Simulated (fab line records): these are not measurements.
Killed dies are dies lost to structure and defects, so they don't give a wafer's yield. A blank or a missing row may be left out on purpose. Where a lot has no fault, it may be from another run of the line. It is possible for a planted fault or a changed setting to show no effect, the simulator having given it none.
fab line records    flow n5_finfet    part 1 of 2: steps 1 to 17 of 28
record lots=5  wafers=15  last_day=18
route steps=1938 shown BEOL_M5@1144
lots with no fault: from the same line, run without faults
start_h: the number of hours between the record's first day and the start of the first shown wafer of the lot    wait_h: time in hours since the lot's previous step    " unchanged from the row above    L1.1+2: a row that stands for several wafers    - either no value or no given start    * or withheld: withheld    < > ~ a bound
route shown NAME@n: a module of which the file shows steps, and the number in the route of the first    usual: the fault-free wafers' mean and standard deviation    same: alike in all rows    chamber/n: place in a boat    sites: per-site readings    _std_site: their standard deviation    _edge_site: the outer-site mean with the inner-site mean subtracted    radius_mm: how far each site lies from the wafer's centre    mask NAME#n: copy n    behind: the most recent tool/chamber to have shaped the wafer    hold: why the lot was held/for how many hours/how that ended    device: names the non-switching transistor (n, p or np)    end of line: tests of these same wafers at the route's end    a step with no rows: only its recipe    killed: dies lost to structure and defects at the first sort, not the wafer's yield    map: a wafer's dies, x killed, . not, _ none there
set.NAME: the run value of the setting; set.NAME@STEP: its run value at that earlier step    model.NAME: the simulator's own value behind a step, which no gauge read
lots seen at some steps along the route; tables by step, rows by wafer
services: when a tool's chamber went out of use (start_h, in hours from the record's first day, below 0 if earlier), for how many hours, and the reason
## steps
# step N5_BEOL_M5_SOFTBAKE_23
# recipe temp_c=110  time_s=60  resist=CAR-EUV
lot.wafer   tool            chamber  start_h  wait_h
L077.1+2+5  litho_track-05  0        -        -
L080.2+4+5  litho_track-05  0        -        -
L081.1+3+5  litho_track-04  0        -        -
L091.4+5+6  litho_track-04  0        -        -
L097.2+3+4  litho_track-04  0        -        -
# step N5_BEOL_M5_EXPOSE_25
# recipe mask_id=V4  na=0.33  source_shape=quasar  sigma_inner=0.2  sigma_outer=0.6  polarization=unpolarized  defocus_nm=10  dose_mj=52.75
# same sigma_inner=0.2
lot.wafer   tool            chamber  start_h  wait_h  mask
L077.1+2+5  euv_scanner-01  0        189.96   -       V4#0
L080.2+4+5  euv_scanner-01  0        207.34   -       V4#0
L081.1+3+5  euv_scanner-01  0        224.53   -       V4#0
L091.4+5+6  euv_scanner-02  0        297.63   -       V4#0
L097.2+3+4  euv_scanner-01  0        332.84   -       V4#0
# step N5_BEOL_M5_PEB_26
# recipe peb_temp_c=100  peb_time_s=60  resist=CAR-EUV
lot.wafer   tool            chamber  start_h  wait_h
L077.1+2+5  litho_track-04  0        190.03   0.1
L080.2+4+5  litho_track-03  0        207.40   0.1
L081.1+3+5  litho_track-04  0        224.61   0.1
L091.4+5+6  litho_track-04  0        297.68   0.0
L097.2+3+4  litho_track-04  0        332.90   0.1
# step N5_BEOL_M5_DEVELOP_27
# recipe develop_time_s=30  developer=TMAH  resist=CAR-EUV  rinse_liquid=surfactant_rinse  dry=air_spin  dev_temp_c=23
lot.wafer   tool            chamber  start_h  wait_h
L077.1+2+5  litho_track-04  0        -        -
L080.2+4+5  litho_track-03  0        -        -
L081.1+3+5  litho_track-04  0        -        -
L091.4+5+6  litho_track-04  0        -        -
L097.2+3+4  litho_track-04  0        -        -
# step N5_BEOL_M5_CD_MEAS_28
# recipe target_cd_nm=30.6  landing_energy_ev=500  detector=se_inlens  target_cd_y_nm=20  polarity=opening
# usual cd_nm=30.73/0.25
lot.wafer  tool       chamber  start_h  wait_h  cd_nm
L077.1     cd_sem-01  0        190.10   -       30.31
L077.2     "          0        "        "       30.38
L077.5     "          0        "        "       30.14
L080.2     cd_sem-01  0        207.47   -       30.80
L080.4     "          0        "        "       30.50
L080.5     "          0        "        "       30.88
L081.1     cd_sem-02  0        224.67   -       30.64
L081.3     "          0        "        "       30.89
L081.5     "          0        "        "       30.59
L091.4     cd_sem-03  0        297.75   -       30.57
L091.5     "          0        "        "       30.62
L091.6     "          0        "        "       30.76
L097.2     cd_sem-01  0        332.97   -       30.85
L097.3     "          0        "        "       30.87
L097.4     "          0        "        "       30.67
# step N5_BEOL_M5_OVL_MEAS_29
# recipe points_per_wafer=522
# usual V4_OVL=-0.6/0.77
# same points_per_wafer=522
lot.wafer  tool        chamber  start_h  wait_h  V4_OVL[nm]
L077.1     overlay-02  0        190.13   0.0     -0.3
L077.2     "           0        "        "       -0.5
L077.5     "           0        "        "       -0.3
L080.2     overlay-01  0        207.50   0.0     -0.6
L080.4     "           0        "        "       -1.1
L080.5     "           0        "        "       -1.7
L081.1     overlay-02  0        224.70   0.0     0.7
L081.3     "           0        "        "       1.0
L081.5     "           0        "        "       0.4
L091.4     overlay-02  0        297.79   0.0     -1.5
L091.5     "           0        "        "       0.3
L091.6     "           0        "        "       -1.6
L097.2     overlay-02  0        333.01   0.0     -0.4
L097.3     "           0        "        "       -0.4
L097.4     "           0        "        "       0.1
# step N5_BEOL_M5_INSPECT_30
# recipe mode=adi  inspect_instrument=brightfield
# usual raw_defect_count=413/95
lot.wafer  tool               chamber  start_h  wait_h  raw_defect_count
L077.1     defect_inspect-01  -        190.18   0.1     582
L077.2     "                  -        "        "       504
L077.5     "                  -        "        "       564
L080.2     defect_inspect-01  -        207.56   0.0     454
L080.4     "                  -        "        "       436
L080.5     "                  -        "        "       308
L081.1     defect_inspect-02  -        224.76   0.1     528
L081.3     "                  -        "        "       442
L081.5     "                  -        "        "       444
L091.4     defect_inspect-01  -        297.83   0.0     439
L091.5     "                  -        "        "       413
L091.6     "                  -        "        "       412
L097.2     defect_inspect-01  -        333.06   0.0     526
L097.3     "                  -        "        "       488
L097.4     "                  -        "        "       590
# step N5_BEOL_M5_DESCUM_33
# recipe chemistry=O2  time_s=7  source_power_w=50  bias_power_w=20  pressure_mtorr=20  rf_frequency_hz=2.712e+07  temp_c=40  resist=CAR-EUV  o2_flow_sccm=225
# usual drypump_motor_current_A=5.8/0.71  oes_product_au=0.76/0.06  rf_vpp_V=242.8/1.3  showerhead_plenum_p_Torr=2.07/0.059  throttle_valve_pct=20.34/0.17
lot.wafer  tool         chamber  start_h  wait_h  drypump_motor_current_A  oes_product_au  rf_hours_counter_h  rf_vpp_V  showerhead_plenum_p_Torr  throttle_valve_pct
L077.1     rie_diel-01  2        190.22   0.0     5.2                      0.73            163                 241.9     2.07                      20.00
L077.2     "            3        "        "       6.4                      0.86            44                  241.4     2.05                      20.35
L077.5     "            1        "        "       4.9                      0.71            -                   241.7     1.98                      20.41
L080.2     rie_diel-04  3        207.94   0.4     6.7                      0.83            70                  241.7     2.04                      20.33
L080.4     "            2        "        "       6.5                      0.89            24                  243.3     2.07                      20.23
L080.5     "            2        "        "       6.4                      0.88            -                   241.0     2.07                      20.23
L081.1     rie_diel-03  1        224.80   0.0     5.3                      0.83            56                  243.6     2.12                      19.92
L081.3     "            3        "        "       6.4                      0.72            215                 242.7     2.04                      20.27
L081.5     "            2        "        "       6.6                      0.75            -                   240.3     2.01                      20.57
L091.4     rie_diel-03  3        297.96   0.1     6.5                      0.71            -                   242.9     2.04                      20.31
L091.5     "            0        "        "       6.4                      0.78            -                   244.3     2.09                      20.25
L091.6     "            2        "        "       6.6                      0.73            -                   241.7     2.00                      20.63
L097.2     rie_diel-04  2        333.09   0.0     6.5                      0.83            61                  241.6     2.05                      20.28
L097.3     "            1        "        "       4.7                      0.71            201                 244.6     2.17                      20.37
L097.4     "            2        "        "       6.5                      0.82            -                   242.3     2.05                      20.29
# step N5_BEOL_M5_ETCH_75
# recipe chemistry=N2/H2  target=underlayer  target_depth_a=65  mask_material=CAR-EUV  time_s=5.2  ion_energy_ev=200  pressure_mtorr=30  source_w=840  bias_w=150  n2_flow_sccm=200  h2_flow_sccm=200  ends=cleared
# usual bias_w=150.0/0.43  drypump_motor_current_A=5.8/0.71  etch_rf_on_time_s=5.29/0.13  oes_product_au=0.64/0.051  rf_vpp_V=523.1/2.4  showerhead_plenum_p_Torr=2.51/0.076  throttle_valve_pct=17.79/0.19
lot.wafer  tool         chamber  start_h  wait_h  bias_w  drypump_motor_current_A  etch_rf_on_time_s  oes_product_au  rf_hours_counter_h  rf_vpp_V  showerhead_plenum_p_Torr  throttle_valve_pct
L077.1     rie_diel-01  2        190.25   0.0     150.0   5.2                      5.37               0.61            163                 524.0     2.54                      17.59
L077.2     "            3        "        "       150.2   6.5                      5.29               0.74            44                  520.2     2.49                      17.76
L077.5     "            1        "        "       149.7   4.9                      5.37               0.59            -                   521.8     2.41                      17.93
L080.2     rie_diel-04  3        207.98   0.0     150.0   6.8                      5.22               0.69            70                  519.8     2.47                      17.78
L080.4     "            2        "        "       150.1   6.5                      5.30               0.73            24                  525.5     2.48                      17.38
L080.5     "            2        "        "       149.6   6.5                      5.31               0.73            -                   523.4     2.48                      17.34
L081.1     rie_diel-03  1        224.83   0.0     149.4   5.4                      5.26               0.71            56                  527.4     2.58                      17.27
L081.3     "            3        "        "       150.5   6.5                      5.04               0.62            215                 524.3     2.52                      18.02
L081.5     "            2        "        "       149.9   6.6                      5.15               0.63            -                   520.1     2.42                      17.95
L091.4     rie_diel-03  3        297.99   0.0     150.4   6.5                      5.13               0.60            -                   522.4     2.51                      18.06
L091.5     "            0        "        "       150.6   6.4                      5.56               0.65            -                   523.7     2.55                      17.76
L091.6     "            2        "        "       149.0   6.6                      5.24               0.63            -                   522.6     2.41                      17.99
L097.2     rie_diel-04  2        333.13   0.0     150.4   6.5                      5.35               0.70            61                  520.6     2.46                      17.42
L097.3     "            1        "        "       149.7   4.7                      5.21               0.60            201                 526.0     2.64                      17.90
L097.4     "            2        "        "       150.4   6.4                      5.33               0.69            -                   522.5     2.46                      17.43
# step N5_BEOL_M5_ETCH_67
# recipe chemistry=CF4  target=SiARC  target_depth_a=156  mask_material=CAR-EUV  time_s=26  ion_energy_ev=80  pressure_mtorr=40  source_w=545  bias_w=36  Ar_flow_sccm=100  cf4_flow_sccm=100  ends=cleared
# usual bias_w=35.98/0.11  drypump_motor_current_A=5.8/0.71  etch_rf_on_time_s=26.5/0.69  oes_product_au=0.64/0.051  rf_vpp_V=183.8/1  showerhead_plenum_p_Torr=2.12/0.054  throttle_valve_pct=15.56/0.18
lot.wafer  tool         chamber  start_h  wait_h  bias_w  drypump_motor_current_A  etch_rf_on_time_s  oes_product_au  rf_hours_counter_h  rf_vpp_V  showerhead_plenum_p_Torr  throttle_valve_pct
L077.1     rie_diel-01  2        190.27   0.0     35.95   5.2                      26.7               0.60            163                 184.6     2.15                      15.39
L077.2     "            3        "        "       35.79   6.4                      26.1               0.74            44                  183.5     2.11                      15.52
L077.5     "            1        "        "       36.05   4.9                      26.8               0.59            -                   182.2     2.04                      15.69
L080.2     rie_diel-04  3        207.99   0.0     35.87   6.7                      26.0               0.70            70                  183.3     2.09                      15.51
L080.4     "            2        "        "       35.79   6.5                      26.7               0.74            24                  184.1     2.09                      15.20
L080.5     "            2        "        "       35.98   6.5                      26.7               0.74            -                   183.4     2.09                      15.20
L081.1     rie_diel-03  1        224.85   0.0     36.04   5.3                      25.9               0.71            56                  185.2     2.17                      15.16
L081.3     "            3        "        "       36.13   6.4                      25.3               0.62            215                 183.6     2.11                      15.67
L081.5     "            2        "        "       36.15   6.6                      25.9               0.64            -                   182.8     2.04                      15.72
L091.4     rie_diel-03  3        298.01   0.0     35.91   6.4                      25.3               0.61            -                   183.2     2.10                      15.71
L091.5     "            0        "        "       35.73   6.4                      27.4               0.65            -                   184.0     2.14                      15.43
L091.6     "            2        "        "       36.07   6.6                      25.8               0.63            -                   182.1     2.04                      15.78
L097.2     rie_diel-04  2        333.14   0.0     35.91   6.5                      27.0               0.69            61                  183.9     2.08                      15.29
L097.3     "            1        "        "       36.02   4.7                      25.9               0.61            201                 183.4     2.20                      15.53
L097.4     "            2        "        "       35.93   6.5                      26.8               0.69            -                   184.8     2.08                      15.28
# step N5_BEOL_M5_ETCH_68
# recipe chemistry=N2/H2  target=SOC  target_depth_a=800  overetch_a=160  mask_material=SiARC  temp_c=40  time_s=120  ion_energy_ev=200  pressure_mtorr=30  source_w=840  bias_w=150  n2_flow_sccm=200  h2_flow_sccm=200
# usual bias_w=150.0/0.45  drypump_motor_current_A=5.8/0.71  oes_product_au=0.58/0.044  rf_vpp_V=523.1/2.2  showerhead_plenum_p_Torr=2.51/0.076  throttle_valve_pct=17.75/0.19
lot.wafer  tool         chamber  start_h  wait_h  bias_w  drypump_motor_current_A  oes_product_au  rf_hours_counter_h  rf_vpp_V  showerhead_plenum_p_Torr  throttle_valve_pct
L077.1     rie_diel-01  2        190.30   0.0     149.0   5.2                      0.56            163                 523.3     2.54                      17.57
L077.2     "            3        "        "       149.8   6.4                      0.66            44                  521.8     2.49                      17.70
L077.5     "            1        "        "       150.1   4.9                      0.55            -                   520.7     2.41                      17.88
L080.2     rie_diel-04  3        208.02   0.0     150.1   6.8                      0.63            70                  521.5     2.47                      17.74
L080.4     "            2        "        "       150.0   6.5                      0.67            24                  521.9     2.48                      17.31
L080.5     "            2        "        "       149.1   6.5                      0.68            -                   522.6     2.48                      17.33
L081.1     rie_diel-03  1        224.88   0.0     149.9   5.3                      0.64            56                  524.4     2.57                      17.23
L081.3     "            3        "        "       150.2   6.4                      0.55            215                 522.4     2.52                      18.00
L081.5     "            2        "        "       150.5   6.6                      0.57            -                   520.8     2.42                      17.89
L091.4     rie_diel-03  3        298.07   0.0     149.7   6.5                      0.54            -                   522.6     2.51                      18.00
L091.5     "            0        "        "       149.7   6.4                      0.60            -                   524.2     2.55                      17.73
L091.6     "            2        "        "       150.2   6.7                      0.56            -                   521.4     2.41                      17.96
L097.2     rie_diel-04  2        333.17   0.0     150.1   6.5                      0.63            61                  521.5     2.46                      17.39
L097.3     "            1        "        "       150.6   4.7                      0.54            201                 527.5     2.64                      17.87
L097.4     "            2        "        "       149.1   6.5                      0.62            -                   522.4     2.46                      17.39
# step N5_BEOL_M5_STRIP_69
# recipe chemistry=N2/H2  temp_c=40  n2_flow_sccm=200  h2_flow_sccm=200  rf_frequency_hz=6e+07
lot.wafer   tool         chamber  start_h  wait_h
L077.1+2+5  rie_diel-01  2,3,1    190.38   0.0
L080.2+4+5  rie_diel-04  3,2,2    208.10   0.0
L081.1+3+5  rie_diel-03  1,3,2    224.96   0.0
L091.4+5+6  rie_diel-03  3,0,2    298.11   0.0
L097.2+3+4  rie_diel-04  2,1,2    333.25   0.0
# step N5_BEOL_M5_STRIP_76
# recipe chemistry=N2/H2  temp_c=40  n2_flow_sccm=200  h2_flow_sccm=200  rf_frequency_hz=6e+07
lot.wafer   tool         chamber  start_h  wait_h
L077.1+2+5  rie_diel-01  2,3,1    190.39   0.0
L080.2+4+5  rie_diel-04  3,2,2    208.11   0.0
L081.1+3+5  rie_diel-03  1,3,2    224.97   0.0
L091.4+5+6  rie_diel-03  3,0,2    298.12   0.0
L097.2+3+4  rie_diel-04  2,1,2    333.26   0.0
# step N5_BEOL_M5_VIA_ETCH_34
# recipe chemistry=C4F6/O2  target=SiCOH_lowk  target_depth_a=883  mask_material=SOC  taper_deg=4  time_s=39.2  ion_energy_ev=250  pressure_mtorr=30  source_w=345  bias_w=185  Ar_flow_sccm=300  C4F6_flow_sccm=10  O2_flow_sccm=10
# usual bias_w=185.0/0.6  drypump_motor_current_A=5.8/0.71  oes_ar_750_au=0.75/0.056  oes_product_au=0.75/0.06  rf_vpp_V=668/15  showerhead_plenum_p_Torr=2.81/0.073  throttle_valve_pct=20.78/0.17
lot.wafer  tool         chamber  start_h  wait_h  bias_w  drypump_motor_current_A  oes_ar_750_au  oes_product_au  rf_hours_counter_h  rf_vpp_V  showerhead_plenum_p_Torr  throttle_valve_pct
L077.1     rie_diel-01  2        190.40   0.0     184.3   5.2                      0.72           0.72            163                 673       2.85                      20.64
L077.2     "            3        "        "       186.0   6.4                      0.86           0.87            44                  650       2.79                      20.85
L077.5     "            1        "        "       184.1   4.9                      0.70           0.71            -                   675       2.71                      20.90
L080.2     rie_diel-04  3        208.12   0.0     185.8   6.7                      0.81           0.82            70                  686       2.77                      20.75
L080.4     "            2        "        "       185.4   6.5                      0.87           0.87            24                  682       2.79                      20.54
L080.5     "            2        "        "       184.0   6.5                      0.86           0.87            -                   681       2.79                      20.53
L081.1     rie_diel-03  1        224.98   0.0     185.2   5.3                      0.83           0.83            56                  654       2.89                      20.40
L081.3     "            3        "        "       184.8   6.4                      0.72           0.72            215                 644       2.79                      20.79
L081.5     "            2        "        "       185.2   6.6                      0.75           0.75            -                   634       2.72                      20.93
L091.4     rie_diel-03  3        298.15   0.0     184.9   6.4                      0.71           0.70            -                   644       2.78                      20.80
L091.5     "            0        "        "       185.7   6.4                      0.76           0.76            -                   663       2.83                      20.59
L091.6     "            2        "        "       184.9   6.6                      0.74           0.72            -                   636       2.71                      20.97
L097.2     rie_diel-04  2        333.27   0.0     185.9   6.5                      0.80           0.82            61                  680       2.77                      20.59
L097.3     "            1        "        "       184.3   4.7                      0.71           0.71            201                 673       2.93                      20.76
L097.4     "            2        "        "       186.6   6.5                      0.80           0.82            -                   680       2.77                      20.59
# step N5_BEOL_M5_STRIP_85
# recipe chemistry=C4F6/O2  resist=SiARC  rf_frequency_hz=6e+07
lot.wafer   tool         chamber  start_h  wait_h
L077.1+2+5  rie_diel-01  2,3,1    190.43   0.0
L080.2+4+5  rie_diel-04  3,2,2    208.16   0.0
L081.1+3+5  rie_diel-03  1,3,2    225.01   0.0
L091.4+5+6  rie_diel-03  3,0,2    298.17   0.0
L097.2+3+4  rie_diel-04  2,1,2    333.31   0.0
# step N5_BEOL_M5_STRIP_36
# recipe chemistry=N2/H2  power_w=450  temp_c=40  pressure_mtorr=20  rf_frequency_hz=6e+07  overash_fraction=0.3  bias_power_w=7  h2_frac=0.5  n2_flow_sccm=200  h2_flow_sccm=200
# usual drypump_motor_current_A=5.8/0.71  oes_product_au=0.76/0.061  rf_vpp_V=59.0/1.5  showerhead_plenum_p_Torr=2.51/0.077  throttle_valve_pct=23.54/0.22
lot.wafer  tool         chamber  start_h  wait_h  drypump_motor_current_A  oes_product_au  rf_hours_counter_h  rf_vpp_V  showerhead_plenum_p_Torr  throttle_valve_pct
L077.1     rie_diel-01  2        190.44   0.0     5.2                      0.71            163                 59.2      2.53                      23.36
L077.2     "            3        "        "       6.4                      0.87            44                  58.3      2.48                      23.61
L077.5     "            1        "        "       4.9                      0.70            -                   55.2      2.40                      23.66
L080.2     rie_diel-04  3        208.17   0.0     6.8                      0.83            70                  59.7      2.47                      23.65
L080.4     "            2        "        "       6.5                      0.87            24                  57.3      2.47                      23.02
L080.5     "            2        "        "       6.5                      0.88            -                   60.0      2.47                      23.03
L081.1     rie_diel-03  1        225.02   0.0     5.4                      0.82            56                  58.3      2.57                      22.93
L081.3     "            3        "        "       6.4                      0.72            215                 57.3      2.52                      23.84
L081.5     "            2        "        "       6.7                      0.77            -                   57.1      2.41                      23.69
L091.4     rie_diel-03  3        298.19   0.0     6.5                      0.70            -                   59.3      2.51                      23.88
L091.5     "            0        "        "       6.4                      0.79            -                   59.7      2.55                      23.59
L091.6     "            2        "        "       6.6                      0.72            -                   58.3      2.40                      23.71
L097.2     rie_diel-04  2        333.32   0.0     6.5                      0.83            61                  59.2      2.46                      23.06
L097.3     "            1        "        "       4.7                      0.71            201                 58.3      2.64                      23.70
L097.4     "            2        "        "       6.5                      0.83            -                   61.3      2.46                      23.10
# step N5_BEOL_M5_TRENCH_ETCH_37
# recipe chemistry=C4F6/O2  target_depth_a=716.52  target=SiCOH_lowk  time_s=24.7  ion_energy_ev=250  pressure_mtorr=30  source_w=345  bias_w=185  Ar_flow_sccm=300  C4F6_flow_sccm=10  O2_flow_sccm=10
# usual bias_w=184.9/0.56  drypump_motor_current_A=5.8/0.71  oes_ar_750_au=0.75/0.056  oes_product_au=0.75/0.059  rf_vpp_V=668/15  showerhead_plenum_p_Torr=2.81/0.073  throttle_valve_pct=20.82/0.17
lot.wafer  tool         chamber  start_h  wait_h  bias_w  drypump_motor_current_A  oes_ar_750_au  oes_product_au  rf_hours_counter_h  rf_vpp_V  showerhead_plenum_p_Torr  throttle_valve_pct
L077.1     rie_diel-01  2        -        -       185.4   5.2                      0.73           0.71            163                 673       2.85                      20.66
L077.2     "            3        "        "       184.7   6.4                      0.86           0.86            44                  650       2.79                      20.86
L077.5     "            1        "        "       185.2   4.9                      0.70           0.69            -                   673       2.71                      20.95
L080.2     rie_diel-04  3        -        -       184.9   6.7                      0.81           0.84            70                  687       2.77                      20.80
L080.4     "            2        "        "       185.2   6.5                      0.86           0.86            24                  682       2.79                      20.57
L080.5     "            2        "        "       184.8   6.5                      0.86           0.88            -                   681       2.79                      20.57
L081.1     rie_diel-03  1        -        -       183.9   5.4                      0.83           0.83            56                  653       2.89                      20.43
L081.3     "            3        "        "       185.6   6.4                      0.72           0.73            215                 644       2.79                      20.84
L081.5     "            2        "        "       185.2   6.6                      0.75           0.75            -                   634       2.72                      20.97
L091.4     rie_diel-03  3        -        -       184.8   6.5                      0.71           0.70            -                   644       2.78                      20.86
L091.5     "            0        "        "       185.6   6.4                      0.76           0.76            -                   664       2.83                      20.62
L091.6     "            2        "        "       184.6   6.6                      0.73           0.72            -                   634       2.71                      21.00
L097.2     rie_diel-04  2        -        -       184.7   6.5                      0.81           0.82            61                  682       2.77                      20.60
L097.3     "            1        "        "       186.0   4.7                      0.71           0.71            201                 674       2.93                      20.80
L097.4     "            2        "        "       185.2   6.5                      0.80           0.81            -                   681       2.77                      20.62
